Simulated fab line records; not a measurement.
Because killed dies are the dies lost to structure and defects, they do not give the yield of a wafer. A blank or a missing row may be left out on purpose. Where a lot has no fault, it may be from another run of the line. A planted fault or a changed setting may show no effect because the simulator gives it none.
fab line records	flow nandHarc	part 1 of 2: steps 1 to 4 of 6
record lots=22	wafers=66	lastDay=25
route steps=1159 shown A_STAIRCASE@562
lots that met no fault: from a run of the same line without faults
startH: start of the lot's first displayed wafer, in hours after the record's first day	waitH: hours from the lot's prior step to this one	" the same as in the row above	L1.1+2: a row that stands for several wafers	- no value, or no start was given	* or withheld: withheld	< > ~ a bound
route shown NAME@n: a module of which the file shows steps, and the number in the route of the first	usual: the fault-free wafers' mean and standard deviation	same: alike in all rows	chamber/n: place in a boat	sites: each site's reading	_std_site: how widely they spread, as a standard deviation	_edge_site: the outer-site mean with the inner-site mean subtracted	radiusMm: for every site, how far away it sits from the centre of the wafer	mask NAME#n: copy n	behind: the last tool/chamber to shape the wafer	hold: what put the lot on hold/how long, in hours/how the hold closed	device: which transistor (n, p or np) failed to switch	end of line: the same wafers' tests at the end of the route	where a step has no rows: the recipe by itself	killed: the dies lost at the first sort to structure and to defects; this is not the yield of the wafer	map: per-die view of a wafer (x killed, . not killed, _ where there is no die)
set.NAME: the setting as run; set.NAME@STEP: as run at that earlier step	model.NAME: the simulator's own value behind a step, which no gauge read
one table for each step of the route and one row for each wafer, over a sample of lots
services: from which hour (startH, from the record's first day; less than 0 if before it) a tool's chamber was out of use, for how many hours, and why
## steps
# step NHARC_A_STAIRCASE_ETCH_25
# recipe targetDepthA=1000	timeS=40.5	ionEnergyEv=400	c4f8FlowSccm=20	o2FlowSccm=10	arFlowSccm=withheld	rfW=600	biasW=1000	chemistry=C4F8/O2
# usual oesProductAu=0.945/0.0099	rfVppV=897/4
lot.wafer	tool	chamber	startH	waitH	oesProductAu	rfHoursCounterH	rfVppV
L075.3	rieDiel-05	1	-	-	0.953	30	901
L075.5	"	2	"	"	0.954	-	895
L075.6	"	3	"	"	0.940	-	890
L074.4	rieDiel-11	0	-	-	0.945	16	897
L074.6	"	3	"	"	0.941	-	899
L074.5	"	0	"	"	0.939	-	896
L076.4	rieDiel-11	1	-	-	0.952	17	899
L076.1	"	2	"	"	0.945	18	903
L076.6	"	1	"	"	0.944	-	896
L078.2	rieDiel-05	1	-	-	0.927	33	901
L078.6	"	3	"	"	0.937	-	890
L078.5	"	0	"	"	0.957	-	897
L077.1	rieDiel-05	3	-	-	0.954	33	889
L077.3	"	0	"	"	0.951	32	897
L077.5	"	1	"	"	0.939	-	900
L079.1	rieDiel-04	3	-	-	0.936	59	897
L079.2	"	0	"	"	0.959	58	899
L079.6	"	2	"	"	0.942	-	893
L080.3	rieDiel-04	2	-	-	0.944	52	893
L080.2	"	3	"	"	0.946	63	895
L080.1	"	0	"	"	0.960	62	901
L081.4	rieDiel-11	0	-	-	0.949	26	895
L081.3	"	3	"	"	0.957	28	898
L081.6	"	0	"	"	0.955	-	894
L082.4	rieDiel-05	1	-	-	0.944	46	901
L082.1	"	2	"	"	0.950	45	894
L082.5	"	0	"	"	0.946	-	896
L083.2	rieDiel-04	1	-	-	0.928	2	895
L083.4	"	0	"	"	0.953	2	900
L083.5	"	2	"	"	0.938	-	893
L086.1	rieDiel-11	1	-	-	0.962	42	898
L086.3	"	2	"	"	0.948	44	905
L086.2	"	0	"	"	0.950	40	894
L088.6	rieDiel-05	0	-	-	0.950	-	896
L088.5	"	2	"	"	0.944	-	894
L088.4	"	3	"	"	0.944	-	889
L087.4	rieDiel-11	2	-	-	0.952	45	903
L087.6	"	0	"	"	0.966	-	896
L087.5	"	1	"	"	0.955	-	898
L085.4	rieDiel-05	3	-	-	0.943	-	888
L085.5	"	0	"	"	0.954	-	897
L085.6	"	2	"	"	0.945	-	894
L089.3	rieDiel-11	0	-	-	0.945	44	897
L089.1	"	1	"	"	0.927	45	899
L089.6	"	2	"	"	0.938	-	903
L091.2	rieDiel-05	2	-	-	0.948	61	893
L091.4	"	0	"	"	0.952	-	896
L091.6	"	2	"	"	0.951	-	893
L092.3	rieDiel-11	1	-	-	0.938	49	900
L092.2	"	0	"	"	0.945	48	894
L092.6	"	1	"	"	0.931	-	899
L090.2	rieDiel-11	1	-	-	0.936	49	899
L090.4	"	2	"	"	0.941	52	904
L090.5	"	1	"	"	0.939	-	897
L095.2	rieDiel-11	0	-	-	0.945	52	895
L095.4	"	3	"	"	0.969	52	900
L095.6	"	0	"	"	0.952	-	896
L094.1	rieDiel-05	3	-	-	0.930	4	890
L094.4	"	3	"	"	0.932	-	889
L094.6	"	2	"	"	0.940	-	892
L096.3	rieDiel-04	2	-	-	0.963	32	893
L096.2	"	0	"	"	0.938	32	899
L096.5	"	2	"	"	0.950	-	892
L097.1	rieDiel-11	0	-	-	0.935	1	894
L097.2	"	1	"	"	0.944	1	899
L097.6	"	0	"	"	0.937	-	896
# step NHARC_A_STAIRCASE_TRIM_233
# recipe timeS=211.2	o2FlowSccm=500	arFlowSccm=0	biasW=0	chemistry=O2
# usual drypumpMotorCurrentA=5.8/0.32	mfcArSccm=0.003/0.0053	o2FlowSccm=500.3/1.5	oesProductAu=1.004/0.0088	rfVppV=57.8/0.88	showerheadPlenumPTorr=3.54/0.11	throttleValvePct=17.036/0.0078
lot.wafer	tool	chamber	startH	waitH	drypumpMotorCurrentA	mfcArSccm	o2FlowSccm	oesProductAu	rfHoursCounterH	rfVppV	showerheadPlenumPTorr	throttleValvePct
L074.4	rieDiel-11	2	-	-	6.0	0	502.4	1.002	19	58.7	3.77	17.022
L074.5	"	3	"	"	5.9	0	501.6	1.000	-	57.0	3.62	17.038
L074.6	"	0	"	"	5.3	0	502.7	1.014	-	57.9	3.52	17.036
L075.3	rieDiel-05	0	-	-	6.1	0	500.3	1.010	31	59.0	3.56	17.037
L075.5	"	2	"	"	5.4	0	500.4	0.998	-	57.1	3.49	17.031
L075.6	"	3	"	"	6.0	0	500.0	0.998	-	58.1	3.35	17.033
L076.4	rieDiel-11	0	-	-	5.3	0	499.5	1.000	22	57.4	3.52	17.029
L076.1	"	3	"	"	5.9	0	499.7	1.003	23	57.1	3.62	17.049
L076.6	"	0	"	"	5.3	0	498.7	0.997	-	57.9	3.52	17.054
L078.2	rieDiel-11	2	-	-	6.0	0	501.9	1.023	22	57.9	3.76	17.038
L078.6	"	0	"	"	5.3	0	499.0	1.010	-	58.8	3.52	17.027
L078.5	"	1	"	"	5.5	0.007	498.1	0.999	-	58.3	3.61	17.032
L077.1	rieDiel-05	2	-	-	5.4	0	501.7	1.006	38	57.5	3.49	17.027
L077.3	"	0	"	"	6.1	0	500.6	1.007	35	58.2	3.55	17.029
L077.5	"	3	"	"	5.9	0	498.4	1.007	-	58.7	3.35	17.030
L079.1	rieDiel-04	2	-	-	5.6	0	501.2	1.003	52	56.8	3.45	17.034
L079.2	"	0	"	"	5.9	0.013	499.3	1.010	63	58.0	3.61	17.045
L079.6	"	0	"	"	5.9	0.013	500.1	1.004	-	56.5	3.61	17.047
L080.2	rieDiel-05	0	-	-	6.1	0	501.1	1.006	41	55.6	3.55	17.041
L080.1	"	2	"	"	5.5	0	500.4	1.002	44	57.5	3.49	17.047
L080.3	"	3	"	"	6.0	0	500.3	0.999	42	56.9	3.35	17.025
L081.3	rieDiel-04	2	-	-	5.7	0	503.2	0.996	54	57.1	3.44	17.035
L081.6	"	3	"	"	6.2	0	501.0	0.997	-	57.9	3.56	17.040
L081.4	"	0	"	"	6.0	0.013	500.4	1.004	-	57.3	3.61	17.024
L082.1	rieDiel-05	2	-	-	5.4	0	499.4	0.991	48	56.0	3.48	17.039
L082.4	"	1	"	"	6.0	0.017	495.6	1.016	51	57.3	3.65	17.042
L082.5	"	3	"	"	6.0	0	502.2	0.991	-	57.9	3.34	17.044
L083.4	rieDiel-11	1	-	-	5.5	0.007	501.9	1.005	36	58.1	3.60	17.041
L083.2	"	2	"	"	6.1	0	500.0	1.005	38	58.1	3.76	17.040
L083.5	"	0	"	"	5.3	0	499.7	1.012	-	56.2	3.51	17.021
L086.1	rieDiel-11	3	-	-	5.9	0	498.6	1.005	44	58.6	3.60	17.034
L086.3	"	0	"	"	5.3	0	498.6	1.020	43	57.7	3.51	17.047
L086.2	"	1	"	"	5.5	0.007	499.8	1.001	45	56.1	3.59	17.032
L088.5	rieDiel-05	0	-	-	6.2	0	501.3	1.012	-	57.0	3.54	17.037
L088.4	"	2	"	"	5.5	0	504.0	1.016	-	57.8	3.48	17.046
L088.6	"	3	"	"	5.9	0	499.6	1.016	-	57.8	3.34	17.042
L087.4	rieDiel-11	3	-	-	5.9	0	502.8	1.004	46	58.3	3.60	17.027
L087.6	"	3	"	"	5.9	0	500.1	1.002	-	58.5	3.60	17.033
L087.5	"	0	"	"	5.3	0	498.5	1.019	-	57.9	3.51	17.032
L085.4	rieDiel-11	1	-	-	5.6	0.007	500.9	0.988	48	58.3	3.59	17.044
L085.6	"	1	"	"	5.5	0.007	497.6	0.991	-	58.0	3.59	17.033
L085.5	"	2	"	"	6.1	0	498.7	1.010	-	56.8	3.75	17.045
L091.4	rieDiel-11	0	-	-	5.3	0	499.0	1.014	49	58.4	3.51	17.037
L091.2	"	1	"	"	5.5	0.007	501.2	0.984	50	58.5	3.59	17.044
L091.6	"	0	"	"	5.3	0	498.8	1.010	-	57.5	3.51	17.039
L089.1	rieDiel-04	2	-	-	5.6	0	500.4	1.010	19	57.5	3.43	17.041
L089.3	"	3	"	"	6.2	0	499.8	1.006	21	58.6	3.54	17.025
L089.6	"	2	"	"	5.7	0	500.6	1.005	-	56.8	3.43	17.033
L092.2	rieDiel-11	0	-	-	5.3	0	499.9	1.007	52	55.7	3.51	17.029
L092.3	"	2	"	"	6.1	0	500.5	1.018	55	58.2	3.74	17.033
L092.6	"	2	"	"	6.1	0	502.1	1.006	-	58.3	3.74	17.034
L090.4	rieDiel-04	2	-	-	5.7	0	501.4	1.000	24	57.9	3.43	17.029
L090.2	"	0	"	"	5.9	0.013	499.0	1.007	25	57.7	3.59	17.049
L090.5	"	2	"	"	5.7	0	500.0	1.008	-	57.0	3.43	17.037
L095.4	rieDiel-11	1	-	-	5.6	0.007	498.2	1.004	57	58.3	3.59	17.026
L095.2	"	3	"	"	5.9	0	501.3	1.007	54	56.7	3.60	17.039
L095.6	"	1	"	"	5.6	0.007	501.7	0.993	-	57.6	3.59	17.054
L094.1	rieDiel-05	0	-	-	6.1	0	502.9	1.005	2	58.5	3.54	17.036
L094.4	"	0	"	"	6.1	0	501.6	1.008	-	58.3	3.54	17.051
L094.6	"	2	"	"	5.5	0	499.1	0.996	-	57.6	3.47	17.036
L096.2	rieDiel-05	2	-	-	5.4	0	498.5	1.009	14	57.2	3.47	17.018
L096.3	"	3	"	"	5.9	0	497.8	1.011	14	56.5	3.33	17.033
L096.5	"	0	"	"	6.1	0	498.8	1.018	-	57.5	3.53	17.026
L097.1	rieDiel-05	0	-	-	6.2	0	499.8	1.005	12	57.0	3.53	17.039
L097.2	"	2	"	"	5.4	0	501.7	1.012	17	58.5	3.47	17.024
L097.6	"	0	"	"	6.2	0	501.4	1.015	-	55.3	3.53	17.033
# step NHARC_A_STAIRCASE_TRIM_235
# recipe timeS=211.2	o2FlowSccm=500	arFlowSccm=0	biasW=0	chemistry=O2
# usual drypumpMotorCurrentA=5.8/0.32	mfcArSccm=0.003/0.0055	o2FlowSccm=499.9/1.5	oesProductAu=1.004/0.007	rfVppV=58.0/0.96	showerheadPlenumPTorr=3.55/0.11	throttleValvePct=17.036/0.0093
lot.wafer	tool	chamber	startH	waitH	drypumpMotorCurrentA	mfcArSccm	o2FlowSccm	oesProductAu	rfHoursCounterH	rfVppV	showerheadPlenumPTorr	throttleValvePct
L074.4	rieDiel-11	0	-	-	5.3	0	497.5	1.008	19	57.1	3.52	17.050
L074.6	"	0	"	"	5.3	0	501.4	1.009	-	58.7	3.52	17.034
L074.5	"	1	"	"	5.5	0.007	499.8	0.991	-	58.5	3.61	17.048
L075.3	rieDiel-05	1	-	-	6.0	0.017	501.2	1.011	35	57.7	3.66	17.025
L075.5	"	2	"	"	5.4	0	498.5	1.009	-	57.5	3.49	17.035
L075.6	"	3	"	"	6.0	0	502.0	1.006	-	56.0	3.35	17.027
L076.4	rieDiel-11	0	-	-	5.3	0	498.5	0.995	22	57.4	3.52	17.039
L076.1	"	3	"	"	5.9	0	502.4	1.009	23	58.1	3.62	17.041
L076.6	"	0	"	"	5.3	0	497.3	1.007	-	58.9	3.52	17.045
L078.2	rieDiel-11	3	-	-	5.9	0	498.6	1.009	23	57.6	3.62	17.029
L078.5	"	1	"	"	5.5	0.007	500.3	0.998	-	59.0	3.61	17.047
L078.6	"	2	"	"	6.1	0	499.1	1.008	-	58.9	3.76	17.039
L077.1	rieDiel-05	1	-	-	6.0	0.017	499.2	0.998	38	57.6	3.66	17.041
L077.3	"	3	"	"	6.0	0	500.1	1.005	36	58.2	3.35	17.023
L077.5	"	1	"	"	6.0	0.017	498.2	1.011	-	58.4	3.66	17.025
L079.1	rieDiel-04	0	-	-	5.9	0.013	498.9	1.011	63	59.0	3.61	17.028
L079.2	"	3	"	"	6.2	0	499.9	0.999	64	56.1	3.56	17.047
L079.6	"	0	"	"	5.9	0.013	498.4	1.006	-	58.7	3.61	17.035
L080.1	rieDiel-05	0	-	-	6.1	0	500.9	1.020	42	58.2	3.55	17.042
L080.2	"	1	"	"	6.0	0.017	497.3	1.009	45	59.2	3.65	17.034
L080.3	"	2	"	"	5.4	0	499.5	1.003	44	60.7	3.49	17.035
L081.3	rieDiel-04	3	-	-	6.2	0	499.8	1.006	66	57.8	3.56	17.038
L081.6	"	2	"	"	5.6	0	501.7	0.997	-	59.4	3.45	17.035
L081.4	"	3	"	"	6.1	0	499.6	1.004	-	58.5	3.56	17.053
L082.1	rieDiel-05	0	-	-	6.1	0	500.4	1.023	47	57.7	3.55	17.022
L082.4	"	2	"	"	5.4	0	499.9	1.006	48	58.3	3.48	17.035
L082.5	"	0	"	"	6.1	0	499.2	1.016	-	58.4	3.55	17.055
L083.4	rieDiel-11	2	-	-	6.1	0	499.0	1.004	38	58.1	3.75	17.021
L083.2	"	3	"	"	5.9	0	498.6	1.004	38	58.6	3.61	17.029
L083.5	"	1	"	"	5.6	0.007	497.7	1.008	-	58.3	3.60	17.024
L086.2	rieDiel-11	0	-	-	5.3	0	500.6	1.010	43	57.8	3.51	17.032
L086.3	"	1	"	"	5.5	0.007	497.9	0.993	45	58.1	3.59	17.037
L086.1	"	2	"	"	6.1	0	501.3	1.013	47	57.4	3.75	17.021
L088.6	rieDiel-05	0	-	-	6.1	0	498.9	1.008	-	58.3	3.54	17.042
L088.4	"	2	"	"	5.4	0	500.7	1.000	-	57.6	3.48	17.026
L088.5	"	3	"	"	6.0	0	499.3	1.011	-	56.2	3.34	17.044
L087.4	rieDiel-11	2	-	-	6.1	0	503.0	1.008	48	56.5	3.75	17.030
L087.6	"	3	"	"	5.9	0	501.6	0.997	-	57.6	3.60	17.032
L087.5	"	0	"	"	5.3	0	498.7	1.014	-	56.6	3.51	17.049
L085.4	rieDiel-11	2	-	-	6.1	0	498.8	1.008	51	57.8	3.75	17.034
L085.6	"	1	"	"	5.5	0.007	501.1	0.999	-	58.7	3.59	17.045
L085.5	"	2	"	"	6.1	0	499.2	1.005	-	56.9	3.75	17.054
L091.2	rieDiel-11	1	-	-	5.6	0.007	501.7	0.993	50	58.4	3.59	17.040
L091.4	"	3	"	"	5.9	0	500.3	1.005	50	59.0	3.60	17.037
L091.6	"	1	"	"	5.5	0.007	499.3	1.002	-	57.7	3.59	17.044
L089.1	rieDiel-04	1	-	-	5.0	0	501.6	0.999	19	59.6	3.48	17.033
L089.3	"	2	"	"	5.7	0	496.7	0.998	19	58.3	3.43	17.043
L089.6	"	0	"	"	6.0	0.013	501.3	1.006	-	58.2	3.60	17.029
L092.2	rieDiel-11	0	-	-	5.3	0	500.9	1.012	52	59.0	3.51	17.035
L092.3	"	1	"	"	5.6	0.007	498.8	0.991	54	57.9	3.59	17.039
L092.6	"	2	"	"	6.1	0	500.5	1.004	-	59.3	3.74	17.027
L090.2	rieDiel-04	1	-	-	5.0	0	500.6	1.000	24	57.8	3.48	17.043
L090.4	"	2	"	"	5.6	0	501.6	1.000	24	58.3	3.43	17.029
L090.5	"	0	"	"	5.9	0.013	498.7	1.002	-	57.6	3.59	17.026
L095.4	rieDiel-11	3	-	-	5.9	0	502.1	1.006	54	57.6	3.60	17.036
L095.2	"	2	"	"	6.0	0	499.8	1.011	59	59.0	3.74	17.014
L095.6	"	3	"	"	5.9	0	503.2	1.006	-	58.7	3.60	17.039
L094.1	rieDiel-05	3	-	-	6.0	0	497.3	1.002	7	57.9	3.33	17.014
L094.6	"	2	"	"	5.4	0	501.1	1.002	-	57.4	3.47	17.023
L094.4	"	0	"	"	6.1	0	501.4	1.014	-	58.6	3.54	17.040
L096.2	rieDiel-05	3	-	-	6.0	0	498.0	0.997	14	57.6	3.33	17.038
L096.3	"	2	"	"	5.4	0	500.9	0.994	14	56.0	3.47	17.029
L096.5	"	0	"	"	6.1	0	499.8	1.010	-	56.5	3.53	17.033
L097.2	rieDiel-05	3	-	-	6.0	0	500.7	1.008	17	58.9	3.32	17.026
L097.1	"	2	"	"	5.5	0	496.9	1.010	17	56.9	3.47	17.031
L097.6	"	0	"	"	6.1	0	499.2	1.014	-	57.7	3.53	17.032
# step NHARC_A_STAIRCASE_STRIP_238
# recipe powerW=1500	tempC=250	chemistry=O2
# usual drypumpMotorCurrentA=6.1/0.33	heaterPowerW=310/13
lot.wafer	tool	chamber	startH	waitH	drypumpMotorCurrentA	heaterPowerW	rfHoursCounterH
L074.4	plasmaAsher-02	0	257.28	0.2	6.0	294	-
L074.5	"	1	"	"	6.6	306	-
L074.6	"	0	"	"	6.0	310	-
L075.3	plasmaAsher-02	1	258.77	0.5	6.6	298	-
L075.6	"	1	"	"	6.6	299	-
L075.5	"	0	"	"	6.0	301	-
L076.1	plasmaAsher-02	0	264.61	0.1	5.9	297	25
L076.4	"	0	"	"	5.9	304	-
L076.6	"	0	"	"	6.0	295	-
L078.2	plasmaAsher-02	0	266.55	0.1	6.0	303	26
L078.5	"	1	"	"	6.6	304	-
L078.6	"	0	"	"	6.0	299	-
L077.1	plasmaAsher-01	0	268.21	0.1	5.9	320	56
L077.3	"	1	"	"	5.8	317	-
L077.5	"	1	"	"	5.8	316	-
L079.2	plasmaAsher-02	0	277.08	0.3	5.9	304	29
L079.1	"	1	"	"	6.6	297	29
L079.6	"	1	"	"	6.6	300	-
L080.1	plasmaAsher-02	1	283.20	0.7	6.6	308	34
L080.2	"	0	"	"	5.9	306	34
L080.3	"	1	"	"	6.6	300	-
L081.4	plasmaAsher-02	0	283.87	0.9	6.0	308	-
L081.3	"	1	"	"	6.6	310	-
L081.6	"	1	"	"	6.6	298	-
L082.1	plasmaAsher-02	1	296.59	0.1	6.6	302	37
L082.4	"	1	"	"	6.6	304	-
L082.5	"	0	"	"	5.9	299	-
L083.2	plasmaAsher-01	1	312.93	0.1	5.9	312	6
L083.4	"	0	"	"	5.8	333	-
L083.5	"	0	"	"	5.8	333	-
L086.1	plasmaAsher-01	1	334.48	0.1	5.8	306	14
L086.2	"	0	"	"	5.8	332	14
L086.3	"	0	"	"	5.8	333	-
L088.4	plasmaAsher-02	0	335.71	0.2	6.0	303	-
L088.6	"	1	"	"	6.6	305	-
L088.5	"	0	"	"	6.0	290	-
L087.4	plasmaAsher-02	0	338.43	0.2	5.9	294	-
L087.5	"	0	"	"	6.0	303	-
L087.6	"	1	"	"	6.6	306	-
L085.4	plasmaAsher-02	1	343.98	0.2	6.6	296	-
L085.6	"	1	"	"	6.6	303	-
L085.5	"	0	"	"	6.0	301	-
L091.2	plasmaAsher-01	1	345.64	0.2	5.9	306	18
L091.4	"	0	"	"	5.8	326	-
L091.6	"	1	"	"	5.9	306	-
L089.1	plasmaAsher-02	1	347.75	0.2	6.6	297	53
L089.3	"	0	"	"	5.9	304	-
L089.6	"	0	"	"	6.0	305	-
L092.2	plasmaAsher-01	1	354.25	0.1	5.8	307	22
L092.3	"	1	"	"	5.8	308	-
L092.6	"	0	"	"	5.8	339	-
L090.2	plasmaAsher-01	1	354.69	0.1	5.8	309	22
L090.4	"	0	"	"	5.8	335	-
L090.5	"	0	"	"	5.8	338	-
L095.2	plasmaAsher-01	0	363.41	0.5	5.8	335	27
L095.4	"	1	"	"	5.9	311	-
L095.6	"	1	"	"	5.9	306	-
L094.1	plasmaAsher-01	0	367.21	0.1	5.8	326	28
L094.4	"	1	"	"	5.9	306	-
L094.6	"	0	"	"	5.8	330	-
L096.2	plasmaAsher-01	0	377.65	0.1	5.8	332	31
L096.3	"	0	"	"	5.8	341	-
L096.5	"	1	"	"	5.8	305	-
L097.1	plasmaAsher-01	1	386.63	0.1	5.8	317	34
L097.2	"	0	"	"	5.8	325	34
L097.6	"	0	"	"	5.8	331	-
